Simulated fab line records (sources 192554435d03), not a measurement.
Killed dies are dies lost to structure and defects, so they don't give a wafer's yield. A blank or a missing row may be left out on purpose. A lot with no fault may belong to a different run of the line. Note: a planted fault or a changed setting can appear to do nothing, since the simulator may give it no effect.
fab line records	flow n5_finfet
record: lots: 5	wafers: 15	last_day: 17
route steps=1938 shown BEOL_M4@1097 BEOL_M5@1112
lots that met no fault: taken from a fault-free run of the same line
start_h: hours from the record's opening day to when the first of the lot's shown wafers began	wait_h: hours from the lot's prior step to this one	" as in the row above	L1.1+2: several wafers, shown together as one row	- value missing, or start not given	* or withheld: withheld	< > ~ a bound
route shown NAME@n: names a module that has steps shown in the file, with the first one's number in the route	usual: the fault-free wafers' mean and standard deviation	same: alike in all rows	chamber/n: place in a boat	sites: per-site readings	_std_site: the standard deviation of these	_edge_site: outer sites' mean less inner sites'	radius_mm: how far each site lies from the wafer's centre	mask NAME#n: copy n	behind: the last tool/chamber to shape the wafer	hold: why the lot was held/for how many hours/how that ended	device: whichever transistor did not switch (one of n, p or np)	end of line: the tests these same wafers got at the end of their route	a step without rows: its recipe alone	killed: not the wafer's yield, but the dies lost to structure and defects at the first sort	map: the dies of a wafer, with x for killed, . for not killed, _ for no die there
set.NAME: the run value of the setting; set.NAME@STEP: its run value at that earlier step	model.NAME: the simulator's own value behind a step, which no gauge read
lots at selected steps of the route; one table per step, one row per wafer
services: from which hour (start_h, from the record's first day; less than 0 if before it) a tool's chamber was out of use, for how many hours, and why
== steps ==
step: N5_BEOL_M4_ANNEAL_93
recipe: temp_c: 400	time_s: 240	ambient: vacuum
usual: heater_power_w: 859/93
lot.wafer	tool	chamber	start_h	wait_h	heater_power_w
L074.1	pvd_sputter-03	-	196.81	0.0	833
L074.2	"	-	"	"	886
L074.4	"	-	"	"	774
L075.1	pvd_sputter-01	-	201.68	0.0	941
L075.4	"	-	"	"	934
L075.6	"	-	"	"	976
L078.2	pvd_sputter-02	-	217.68	0.0	864
L078.5	"	-	"	"	727
L078.6	"	-	"	"	1041
L088.1	pvd_sputter-01	-	283.52	0.0	948
L088.2	"	-	"	"	914
L088.4	"	-	"	"	799
L092.1	pvd_sputter-02	-	292.56	0.0	722
L092.4	"	-	"	"	836
L092.5	"	-	"	"	1051
step: N5_BEOL_M4_SPUTTER_94
recipe: material: Cu	target_thk_a: 45	temp_c: -20	chamber_pressure_pa: 0.07	power_w: withheld	time_s: 8.29
usual: substrate_temp_c: -20.01/0.1	throttle_valve_pct: 30.0/0.99
lot.wafer	tool	chamber	start_h	wait_h	substrate_temp_c	throttle_valve_pct
L074.1	pvd_sputter-03	-	196.95	0.1	-20.12	29.8
L074.2	"	-	"	"	-19.88	28.4
L074.4	"	-	"	"	-19.97	29.9
L075.1	pvd_sputter-01	-	201.83	0.1	-20.18	30.0
L075.4	"	-	"	"	-19.95	29.3
L075.6	"	-	"	"	-19.96	28.6
L078.2	pvd_sputter-02	-	217.82	0.1	-19.95	30.5
L078.5	"	-	"	"	-19.92	31.3
L078.6	"	-	"	"	-20.06	29.7
L088.1	pvd_sputter-01	-	283.66	0.1	-20.12	29.4
L088.2	"	-	"	"	-20.30	30.0
L088.4	"	-	"	"	-19.93	31.9
L092.1	pvd_sputter-02	-	292.70	0.1	-19.98	31.2
L092.4	"	-	"	"	-19.92	30.6
L092.5	"	-	"	"	-20.05	29.7
step: N5_BEOL_M4_ANNEAL_95
recipe: temp_c: 400	time_s: 240	ambient: vacuum
usual: heater_power_w: 858/96
lot.wafer	tool	chamber	start_h	wait_h	heater_power_w
L074.1	pvd_sputter-03	-	198.49	1.5	822
L074.2	"	-	"	"	878
L074.4	"	-	"	"	770
L075.1	pvd_sputter-01	-	201.92	0.0	884
L075.4	"	-	"	"	942
L075.6	"	-	"	"	981
L078.2	pvd_sputter-02	-	217.90	0.0	839
L078.5	"	-	"	"	731
L078.6	"	-	"	"	1065
L088.1	pvd_sputter-01	-	283.74	0.0	932
L088.2	"	-	"	"	935
L088.4	"	-	"	"	779
L092.1	pvd_sputter-02	-	292.78	0.0	728
L092.4	"	-	"	"	831
L092.5	"	-	"	"	1044
step: N5_BEOL_M4_SPUTTER_96
recipe: material: Cu	target_thk_a: 45	temp_c: -20	chamber_pressure_pa: 0.07	power_w: withheld	time_s: 8.29
usual: substrate_temp_c: -20.01/0.12	throttle_valve_pct: 30.0/0.97
lot.wafer	tool	chamber	start_h	wait_h	substrate_temp_c	throttle_valve_pct
L074.1	pvd_sputter-03	-	198.63	0.1	-20.05	29.7
L074.2	"	-	"	"	-19.84	28.5
L074.4	"	-	"	"	-20.03	30.3
L075.1	pvd_sputter-01	-	202.07	0.1	-20.03	30.2
L075.4	"	-	"	"	-19.99	29.3
L075.6	"	-	"	"	-20.08	28.4
L078.2	pvd_sputter-02	-	218.04	0.1	-19.92	30.4
L078.5	"	-	"	"	-20.12	31.3
L078.6	"	-	"	"	-19.92	29.7
L088.1	pvd_sputter-01	-	283.88	0.1	-20.08	29.5
L088.2	"	-	"	"	-19.97	30.1
L088.4	"	-	"	"	-19.99	31.9
L092.1	pvd_sputter-02	-	292.92	0.1	-20.20	31.6
L092.4	"	-	"	"	-20.13	30.6
L092.5	"	-	"	"	-19.96	29.7
step: N5_BEOL_M4_ECD_50
recipe: material: Cu	target_thk_a: 3000
lot.wafer	tool	chamber	start_h	wait_h
L074.1+2+4	ecd_cu-01	1,0,0	198.75	0.1
L075.1+4+6	ecd_cu-01	1,0,0	202.20	0.1
L078.2+5+6	ecd_cu-01	0,0,1	218.16	0.1
L088.1+2+4	ecd_cu-02	0,1,1	284.00	0.1
L092.1+4+5	ecd_cu-01	1,0,0	293.04	0.1
step: N5_BEOL_M4_ANNEAL_51
recipe: temp_c: 225	time_s: 90	ambient: N2
usual: anneal_temp_c_max: 225.69/0.3	wafer_temp_C_max: 226.25/0.28
lot.wafer	tool	chamber	start_h	wait_h	anneal_temp_c_max	wafer_temp_C_max
L074.1	rtp_anneal-02	0	198.83	0.1	225.16	225.73
L074.2	"	0	"	"	225.63	225.93
L074.4	"	0	"	"	225.77	226.71
L075.1	rtp_anneal-01	0	202.75	0.5	225.87	226.81
L075.4	"	0	"	"	226.03	226.47
L075.6	"	0	"	"	225.56	226.19
L078.2	rtp_anneal-01	0	218.28	0.1	226.08	226.23
L078.5	"	0	"	"	226.05	226.06
L078.6	"	0	"	"	226.12	226.62
L088.1	rtp_anneal-02	0	284.08	0.1	225.30	226.31
L088.2	"	0	"	"	225.48	226.22
L088.4	"	0	"	"	225.50	226.18
L092.1	rtp_anneal-02	0	293.12	0.1	225.62	226.26
L092.4	"	0	"	"	225.60	226.33
L092.5	"	0	"	"	225.66	226.52
step: N5_BEOL_M4_CMP_52
recipe: stop_on: SiOC	t_overpolish_s: 6.8	down_force_psi: 1	platen_rpm: 50	clearing_platen_down_force_psi: 1.5	clearing_platen_rpm: 50	post_cmp_clean: cu_alkaline	target_thk_nm: 40	clearing_platen_pad_velocity_m_s: 0.99484	pad_velocity_m_s: 0.99484
usual: barrier_field_endpoint_s: 24.6/0.6	motor_current_A: 6.1/0.62	overpolish_run_s: 6.800/0.0093	time_to_endpoint_s: 62/3.1
lot.wafer	tool	chamber	start_h	wait_h	barrier_field_endpoint_s	motor_current_A	overpolish_run_s	time_to_endpoint_s
L074.1	cmp-04	1	199.12	0.3	25.2	6.0	6.808	66
L074.2	"	2	"	"	24.8	6.3	6.806	60
L074.4	"	0	"	"	25.6	5.9	6.792	64
L075.1	cmp-04	0	203.05	0.3	25.2	5.9	6.800	65
L075.4	"	2	"	"	24.8	6.1	6.794	64
L075.6	"	1	"	"	24.4	5.7	6.784	61
L078.2	cmp-04	2	218.61	0.3	24.2	6.1	6.797	59
L078.6	"	0	"	"	24.2	5.9	6.809	61
L078.5	"	1	"	"	24.4	5.8	6.792	58
L088.4	cmp-01	2	284.41	0.2	24.8	5.5	6.795	63
L088.1	"	3	"	"	24.6	5.7	6.794	67
L088.2	"	0	"	"	24.1	7.0	6.815	62
L092.4	cmp-01	1	293.41	0.1	24.2	6.1	6.785	61
L092.1	"	3	"	"	24.4	5.3	6.790	65
L092.5	"	2	"	"	24.6	5.8	6.800	62
step: N5_BEOL_M4_THK_MEAS_53
recipe: thk_meas_gauge: xrf	reads: Cu_of_BEOL_M4_ECD_50
usual: M4_THK: 39.2/1.4
lot.wafer	tool	chamber	start_h	wait_h	M4_THK[nm]
L074.1	film_metro-02	-	199.42	-	39.9
L074.2	"	-	"	"	39.1
L074.4	"	-	"	"	38.7
L075.1	film_metro-02	-	203.34	-	39.0
L075.4	"	-	"	"	37.4
L075.6	"	-	"	"	39.8
L078.2	film_metro-01	-	218.83	-	39.1
L078.5	"	-	"	"	40.7
L078.6	"	-	"	"	41.2
L088.1	film_metro-01	-	284.67	-	40.9
L088.2	"	-	"	"	37.6
L088.4	"	-	"	"	40.8
L092.1	film_metro-01	-	293.71	-	40.9
L092.4	"	-	"	"	37.2
L092.5	"	-	"	"	39.4
step: N5_BEOL_M4_PRE_CLEAN_60
recipe: gas: NH3/H2	time_s: 15	temp_c: *	rf_power_w: 300
usual: heater_power_w: 92/25
lot.wafer	tool	chamber	start_h	wait_h	heater_power_w
L074.1	cvd_co-02	2	199.46	0.0	76
L074.2	"	1	"	"	82
L074.4	"	2	"	"	75
L075.1	cvd_co-01	2	203.38	0.0	78
L075.4	"	1	"	"	140
L075.6	"	0	"	"	74
L078.2	cvd_co-01	1	218.93	0.1	147
L078.5	"	1	"	"	146
L078.6	"	2	"	"	76
L088.1	cvd_co-02	1	284.71	0.0	84
L088.2	"	0	"	"	94
L088.4	"	1	"	"	82
L092.1	cvd_co-01	0	293.75	0.0	72
L092.4	"	1	"	"	149
L092.5	"	2	"	"	81
step: N5_BEOL_M4_CO_CAP_55
recipe: material: Co	target_thk_a: 20	temp_c: 200	precursor: CCTBA/H2	pressure_torr: 30	time_s: 102.1
usual: heater_power_w: 245/31
lot.wafer	tool	chamber	start_h	wait_h	heater_power_w
L074.1	cvd_co-02	2	199.50	0.0	225
L074.2	"	1	"	"	233
L074.4	"	2	"	"	220
L075.1	cvd_co-01	2	203.42	0.0	234
L075.4	"	1	"	"	302
L075.6	"	0	"	"	224
L078.2	cvd_co-01	1	218.97	0.0	295
L078.5	"	1	"	"	311
L078.6	"	2	"	"	234
L088.1	cvd_co-02	1	284.75	0.0	227
L088.2	"	0	"	"	255
L088.4	"	1	"	"	236
L092.1	cvd_co-01	0	293.79	0.0	215
L092.4	"	1	"	"	314
L092.5	"	2	"	"	227
step: N5_BEOL_M4_PRE_CLEAN_56
recipe: gas: NH3	time_s: 15	temp_c: withheld	rf_power_w: 300
lot.wafer	tool	chamber	start_h	wait_h
L074.1+2+4	pecvd-01	1,2,2	199.59	0.1
L075.1+4+6	pecvd-03	0,1,0	203.51	0.1
L078.2+5+6	pecvd-03	0,2,1	219.06	0.1
L088.1+2+4	pecvd-01	2,0,1	284.84	0.1
L092.1+4+5	pecvd-01	1,2,0	293.88	0.1
step: N5_BEOL_M4_DEP_57
recipe: material: SiCN	target_thk_a: 80	temp_c: withheld	precursor: 3MS/NH3	pressure_torr: 3	rf_w: 202	time_s: 14
usual: showerhead_plenum_p_Torr: 3.667/0.013	throttle_valve_pct: 9.4/0.41
lot.wafer	tool	chamber	start_h	wait_h	showerhead_plenum_p_Torr	throttle_valve_pct
L074.1	pecvd-01	1	199.61	0.0	3.686	9.2
L074.2	"	2	"	"	3.639	10.1
L074.4	"	2	"	"	3.659	10.3
L075.1	pecvd-03	0	203.54	0.0	3.663	9.1
L075.4	"	1	"	"	3.663	9.9
L075.6	"	0	"	"	3.664	9.1
L078.2	pecvd-03	0	219.09	0.0	3.672	9.3
L078.5	"	2	"	"	3.666	9.0
L078.6	"	1	"	"	3.668	10.0
L088.1	pecvd-01	2	284.87	0.0	3.641	9.2
L088.2	"	0	"	"	3.664	9.9
L088.4	"	1	"	"	3.677	9.3
L092.1	pecvd-01	1	293.90	0.0	3.687	9.3
L092.4	"	2	"	"	3.640	9.1
L092.5	"	0	"	"	3.658	9.9
step: N5_BEOL_M4_RS_MEAS_58
recipe: thk_meas_gauge: four-point-probe	reads: Co_of_BEOL_M4_CO_CAP_55+Cu_of_BEOL_M4_ECD_50+Co_of_BEOL_M4_CVD_47+TaN_of_BEOL_M4_ALD_84
usual: M4_RS: 0.68/0.031
lot.wafer	tool	chamber	start_h	wait_h	M4_RS[ohm/sq]
L074.1	film_metro-02	-	199.68	0.0	0.66
L074.2	"	-	"	"	0.68
L074.4	"	-	"	"	0.68
L075.1	film_metro-02	-	203.61	0.1	0.68
L075.4	"	-	"	"	0.72
L075.6	"	-	"	"	0.66
L078.2	film_metro-02	-	219.16	0.1	0.68
L078.5	"	-	"	"	0.65
L078.6	"	-	"	"	0.64
L088.1	film_metro-02	-	284.93	0.0	0.65
L088.2	"	-	"	"	0.72
L088.4	"	-	"	"	0.65
L092.1	film_metro-02	-	293.98	0.1	0.64
L092.4	"	-	"	"	0.72
L092.5	"	-	"	"	0.67
step: N5_BEOL_M4_INSPECT_59
recipe: inspect_instrument: darkfield	mode: post_dep
usual: raw_defect_count: 74/23
lot.wafer	tool	chamber	start_h	wait_h	raw_defect_count
L074.1	defect_inspect-02	-	199.70	0.0	75
L074.2	"	-	"	"	69
L074.4	"	-	"	"	42
L075.1	defect_inspect-02	-	203.64	0.0	71
L075.4	"	-	"	"	65
L075.6	"	-	"	"	67
L078.2	defect_inspect-01	-	219.18	0.0	88
L078.5	"	-	"	"	73
L078.6	"	-	"	"	35
L088.1	defect_inspect-02	-	284.96	0.0	63
L088.2	"	-	"	"	73
L088.4	"	-	"	"	76
L092.1	defect_inspect-02	-	294.01	0.0	35
L092.4	"	-	"	"	66
L092.5	"	-	"	"	42
step: N5_BEOL_M4_RC_MEAS_101
usual: DIBL_N: 36.0/1.6	DIBL_P: 35.8/2	IOFF_N: 0.152/0.03	IOFF_P: 0.20/0.031	ION_N: 670/12	ION_P: 459/7.4	SS_N: 71.5/0.56	SS_P: 73.2/0.64	VT_N: 251/3.5	VT_P: -252/3.3
lot.wafer	tool	chamber	start_h	wait_h	DIBL_N[mV/V]	DIBL_P[mV/V]	IOFF_N[nA/um]	IOFF_P[nA/um]	ION_N[uA/um]	ION_P[uA/um]	SS_N[mV/dec]	SS_P[mV/dec]	VT_N[mV]	VT_P[mV]
L074.1	prober-02	0	199.73	0.0	34.3	33.1	0.119	0.18	647	450	70.8	73.2	255	-250
L074.2	"	0	"	"	35.3	35.9	0.155	0.23	677	464	71.1	73.7	247	-246
L074.4	"	0	"	"	37.4	37.9	0.198	0.26	691	466	71.9	74.3	244	-245
L075.1	prober-02	0	203.67	0.0	35.3	33.7	0.129	0.17	662	457	71.2	72.3	254	-255
L075.4	"	0	"	"	36.3	34.5	0.146	0.18	672	459	71.9	72.6	253	-252
L075.6	"	0	"	"	37.2	35.6	0.158	0.21	677	464	71.4	72.8	251	-251
L078.2	prober-01	0	219.36	0.2	36.9	36.5	0.134	0.19	666	458	71.5	73.0	258	-251
L078.5	"	0	"	"	37.1	37.2	0.147	0.20	666	459	71.7	73.5	255	-253
L078.6	"	0	"	"	35.7	35.8	0.131	0.18	660	456	70.9	72.6	252	-253
L088.1	prober-01	0	284.98	0.0	35.6	37.0	0.171	0.22	673	462	71.0	73.1	249	-249
L088.2	"	0	"	"	35.5	37.5	0.190	0.24	694	472	71.2	72.9	244	-248
L088.4	"	0	"	"	32.2	33.5	0.124	0.17	666	460	70.4	72.0	250	-254
L092.1	prober-02	0	294.03	0.0	38.4	39.4	0.211	0.26	691	465	71.5	73.6	246	-249
L092.4	"	0	"	"	36.8	36.9	0.173	0.21	679	458	71.2	74.0	249	-250
L092.5	"	0	"	"	39.4	40.1	0.222	0.27	698	474	72.0	74.7	243	-247
step: N5_BEOL_M5_ILD_DEP_00
recipe: material: SiCOH_lowk	target_thk_a: 1406.4	temp_c: 300	precursor: DEMS/porogen	pressure_torr: 5	rf_w: 500	time_s: 25.9
usual: heater_power_w: 311/35	showerhead_plenum_p_Torr: 5.739/0.013	throttle_valve_pct: 14.2/0.7
lot.wafer	tool	chamber	start_h	wait_h	heater_power_w	showerhead_plenum_p_Torr	throttle_valve_pct
L074.1	pecvd-02	1	200.69	0.8	287	5.746	13.7
L074.2	"	2	"	"	334	5.738	12.8
L074.4	"	2	"	"	332	5.742	13.1
L075.1	pecvd-03	2	204.63	0.8	271	5.743	13.7
L075.4	"	2	"	"	274	5.746	13.6
L075.6	"	1	"	"	333	5.728	15.0
L078.2	pecvd-03	2	220.18	0.7	266	5.745	13.6
L078.5	"	1	"	"	292	5.734	15.3
L078.6	"	2	"	"	268	5.740	13.6
L088.1	pecvd-02	2	285.95	0.8	328	5.737	13.2
L088.2	"	1	"	"	277	5.730	13.4
L088.4	"	2	"	"	331	5.733	13.2
L092.1	pecvd-02	1	295.00	0.8	331	5.725	13.7
L092.4	"	1	"	"	255	5.751	13.9
L092.5	"	0	"	"	302	5.740	14.4
step: N5_BEOL_M5_CURE_79
recipe: temp_c: 385	time_s: 240	ambient: He/Ar	material: SiCOH_lowk
usual: lamp_power_pct: 52.30/0.058	wafer_temp_C_max: 386.4/0.55
lot.wafer	tool	chamber	start_h	wait_h	lamp_power_pct	wafer_temp_C_max
L074.1	uv_cure-01	2	200.75	0.0	52.40	386.2
L074.2	"	2	"	"	52.29	385.7
L074.4	"	2	"	"	52.23	386.0
L075.1	uv_cure-03	2	205.25	0.6	52.21	385.7
L075.4	"	2	"	"	52.34	385.9
L075.6	"	2	"	"	52.28	386.2
L078.2	uv_cure-03	2	220.52	0.3	52.32	386.3
L078.5	"	2	"	"	52.32	385.7
L078.6	"	2	"	"	52.37	385.7
L088.1	uv_cure-02	0	286.01	0.0	52.19	386.4
L088.2	"	0	"	"	52.30	386.7
L088.4	"	0	"	"	52.21	386.4
L092.1	uv_cure-02	1	295.11	0.1	52.35	386.2
L092.4	"	1	"	"	52.33	386.3
L092.5	"	1	"	"	52.23	386.0
step: N5_BEOL_M5_THK_MEAS_01
recipe: reads: SiCOH_lowk_of_BEOL_M5_ILD_DEP_00
usual: M5_ILD_THK: 122.3/1.5
lot.wafer	tool	chamber	start_h	wait_h	M5_ILD_THK[nm]
L074.1	film_metro-02	-	201.27	0.4	121.8
L074.2	"	-	"	"	121.9
L074.4	"	-	"	"	124.0
L075.1	film_metro-01	-	205.76	0.4	121.4
L075.4	"	-	"	"	123.1
L075.6	"	-	"	"	123.1
L078.2	film_metro-02	-	220.95	0.4	120.5
L078.5	"	-	"	"	121.3
L078.6	"	-	"	"	121.8
L088.1	film_metro-02	-	286.52	0.4	122.7
L088.2	"	-	"	"	122.7
L088.4	"	-	"	"	124.6
L092.1	film_metro-02	-	295.62	0.4	122.5
L092.4	"	-	"	"	125.5
L092.5	"	-	"	"	124.3
step: N5_BEOL_M5_PECVD_70
recipe: material: SiO2	target_thk_a: 160	temp_c: 400	precursor: TEOS/O2	pressure_torr: 5.5	rf_w: 450	teos_flow_sccm: 53.8	gas: O2	flow_sccm: 3000	time_s: 18
usual: heater_power_w: 720/76	showerhead_plenum_p_Torr: 8.79/0.051	throttle_valve_pct: 23.1/0.98
lot.wafer	tool	chamber	start_h	wait_h	heater_power_w	showerhead_plenum_p_Torr	throttle_valve_pct
L074.1	pecvd-03	1	201.30	0.0	703	8.77	24.9
L074.2	"	0	"	"	676	8.78	23.0
L074.4	"	0	"	"	654	8.76	23.2
L075.1	pecvd-02	0	205.80	0.0	758	8.79	23.3
L075.4	"	0	"	"	755	8.74	23.2
L075.6	"	1	"	"	707	8.77	22.0
L078.2	pecvd-01	0	220.99	0.0	636	8.78	23.8
L078.5	"	0	"	"	646	8.80	23.7
L078.6	"	1	"	"	740	8.89	22.9
L088.1	pecvd-02	0	286.56	0.0	772	8.77	23.2
L088.2	"	1	"	"	774	8.76	22.1
L088.4	"	1	"	"	754	8.78	22.2
L092.1	pecvd-01	1	295.66	0.0	857	8.89	22.5
L092.4	"	2	"	"	732	8.70	22.6
L092.5	"	0	"	"	760	8.78	23.9
step: N5_BEOL_M5_HM_DEP_02
recipe: material: TiN	target_thk_a: 200	temp_c: 25	chamber_pressure_pa: 0.49996
usual: substrate_temp_c: 25.01/0.11	throttle_valve_pct: 30.0/0.95
lot.wafer	tool	chamber	start_h	wait_h	substrate_temp_c	throttle_valve_pct
L074.1	pvd_sputter-02	-	202.15	0.8	24.91	31.2
L074.2	"	-	"	"	24.91	29.6
L074.4	"	-	"	"	24.98	30.5
L075.1	pvd_sputter-02	-	207.66	1.8	25.06	29.5
L075.4	"	-	"	"	24.94	29.6
L075.6	"	-	"	"	25.00	30.9
L078.2	pvd_sputter-01	-	221.67	0.7	24.78	30.0
L078.5	"	-	"	"	24.88	28.9
L078.6	"	-	"	"	24.85	29.9
L088.1	pvd_sputter-01	-	287.30	0.7	24.80	31.8
L088.2	"	-	"	"	25.00	29.7
L088.4	"	-	"	"	24.98	30.1
L092.1	pvd_sputter-03	-	296.91	1.2	25.02	29.9
L092.4	"	-	"	"	25.15	30.1
L092.5	"	-	"	"	24.85	29.6
step: N5_BEOL_M5_COAT_59
recipe: resist: SOC	temp_c: 250	time_s: 60	spin_rpm: 1500	resist_thk_nm: 60
usual: exhaust_pa: 44.9/0.85
lot.wafer	tool	chamber	start_h	wait_h	exhaust_pa
L074.1	litho_track-01	0	202.28	0.1	44.6
L074.2	"	0	"	"	45.4
L074.4	"	0	"	"	46.2
L075.1	litho_track-04	0	207.79	0.1	44.1
L075.4	"	0	"	"	44.8
L075.6	"	0	"	"	45.9
L078.2	litho_track-01	0	221.80	0.1	44.9
L078.5	"	0	"	"	45.3
L078.6	"	0	"	"	44.9
L088.1	litho_track-05	0	287.43	0.1	44.1
L088.2	"	0	"	"	44.5
L088.4	"	0	"	"	44.0
L092.1	litho_track-05	0	297.04	0.1	46.0
L092.4	"	0	"	"	44.6
L092.5	"	0	"	"	44.6
step: N5_BEOL_M5_COAT_60
recipe: resist: SiARC	temp_c: 220	time_s: 60	spin_rpm: 1500	resist_thk_nm: 12
usual: exhaust_pa: 45.1/0.89
lot.wafer	tool	chamber	start_h	wait_h	exhaust_pa
L074.1	litho_track-01	0	-	-	47.8
L074.2	"	0	"	"	47.4
L074.4	"	0	"	"	46.0
L075.1	litho_track-04	0	-	-	45.4
L075.4	"	0	"	"	45.0
L075.6	"	0	"	"	45.7
L078.2	litho_track-01	0	-	-	46.2
L078.5	"	0	"	"	46.3
L078.6	"	0	"	"	46.4
L088.1	litho_track-05	0	-	-	46.4
L088.2	"	0	"	"	45.6
L088.4	"	0	"	"	46.4
L092.1	litho_track-05	0	-	-	45.6
L092.4	"	0	"	"	44.8
L092.5	"	0	"	"	44.7
step: N5_BEOL_M5_COAT_71
recipe: resist: underlayer	temp_c: 205	time_s: 60	spin_rpm: 1500	resist_thk_nm: 5
usual: exhaust_pa: 44.9/0.99
lot.wafer	tool	chamber	start_h	wait_h	exhaust_pa
L074.1	litho_track-01	0	-	-	45.3
L074.2	"	0	"	"	47.0
L074.4	"	0	"	"	45.4
L075.1	litho_track-04	0	-	-	43.4
L075.4	"	0	"	"	43.6
L075.6	"	0	"	"	43.0
L078.2	litho_track-01	0	-	-	45.5
L078.5	"	0	"	"	45.3
L078.6	"	0	"	"	45.0
L088.1	litho_track-05	0	-	-	45.0
L088.2	"	0	"	"	45.5
L088.4	"	0	"	"	45.2
L092.1	litho_track-05	0	-	-	44.7
L092.4	"	0	"	"	44.6
L092.5	"	0	"	"	44.9
step: N5_BEOL_M5_COAT_05
recipe: resist: CAR-EUV	spin_rpm: 1500	resist_thk_nm: 30
usual: exhaust_pa: 44.9/0.79
lot.wafer	tool	chamber	start_h	wait_h	exhaust_pa
L074.1	litho_track-01	0	-	-	44.5
L074.2	"	0	"	"	44.5
L074.4	"	0	"	"	43.6
L075.1	litho_track-04	0	-	-	45.9
L075.4	"	0	"	"	45.1
L075.6	"	0	"	"	45.0
L078.2	litho_track-01	0	-	-	43.7
L078.5	"	0	"	"	45.7
L078.6	"	0	"	"	45.0
L088.1	litho_track-05	0	-	-	45.1
L088.2	"	0	"	"	44.2
L088.4	"	0	"	"	44.4
L092.1	litho_track-05	0	-	-	46.5
L092.4	"	0	"	"	46.5
L092.5	"	0	"	"	45.6
step: N5_BEOL_M5_EBR_07
recipe: solvent: PGMEA	ebr_width_mm: 1.5
usual: exhaust_pa: 44.9/0.88
lot.wafer	tool	chamber	start_h	wait_h	exhaust_pa
L074.1	litho_track-01	0	-	-	45.6
L074.2	"	0	"	"	44.4
L074.4	"	0	"	"	45.5
L075.1	litho_track-04	0	-	-	44.7
L075.4	"	0	"	"	45.0
L075.6	"	0	"	"	42.9
L078.2	litho_track-01	0	-	-	44.0
L078.5	"	0	"	"	45.0
L078.6	"	0	"	"	44.5
L088.1	litho_track-05	0	-	-	46.1
L088.2	"	0	"	"	46.8
L088.4	"	0	"	"	46.0
L092.1	litho_track-05	0	-	-	44.9
L092.4	"	0	"	"	44.0
L092.5	"	0	"	"	44.8
step: N5_BEOL_M5_SOFTBAKE_06
recipe: temp_c: 110	time_s: 60	resist: CAR-EUV
usual: exhaust_pa: 44.9/0.89
lot.wafer	tool	chamber	start_h	wait_h	exhaust_pa
L074.1	litho_track-01	0	-	-	44.3
L074.2	"	0	"	"	45.1
L074.4	"	0	"	"	45.2
L075.1	litho_track-04	0	-	-	45.5
L075.4	"	0	"	"	44.8
L075.6	"	0	"	"	46.4
L078.2	litho_track-01	0	-	-	45.4
L078.5	"	0	"	"	45.4
L078.6	"	0	"	"	45.4
L088.1	litho_track-05	0	-	-	45.1
L088.2	"	0	"	"	44.7
L088.4	"	0	"	"	44.8
L092.1	litho_track-05	0	-	-	45.1
L092.4	"	0	"	"	45.3
L092.5	"	0	"	"	44.7
== services ==
tool	chamber	start_h	hours	kind
cmp-04	-	174.28	2.0	repair
uv_cure-01	-	181.89	4.3	pm
uv_cure-02	-	192.77	1.3	repair
uv_cure-02	-	198.68	9.2	pm
pecvd-01	2	215.87	20.5	repair
pecvd-03	1	223.73	6.0	repair
cmp-01	-	232.11	4.0	pm
pecvd-02	1	233.21	2.1	scheduled_down
pecvd-03	2	234.72	9.0	repair
cmp-01	-	236.11	-	consumable_replace:conditioner
cmp-01	-	236.11	-	consumable_replace:pad
pecvd-01	2	236.42	-	clean
pecvd-01	2	236.42	-	consumable_replace:showerhead
pecvd-01	2	236.42	29.0	scheduled_down
pecvd-01	2	236.42	29.0	vent_cycle
uv_cure-02	-	260.18	6.9	repair
pecvd-02	0	273.00	5.5	scheduled_down
ecd_cu-02	-	275.36	2.4	repair
cmp-01	-	275.76	1.8	repair
ecd_cu-02	-	292.19	3.8	repair
== key ==
fault none
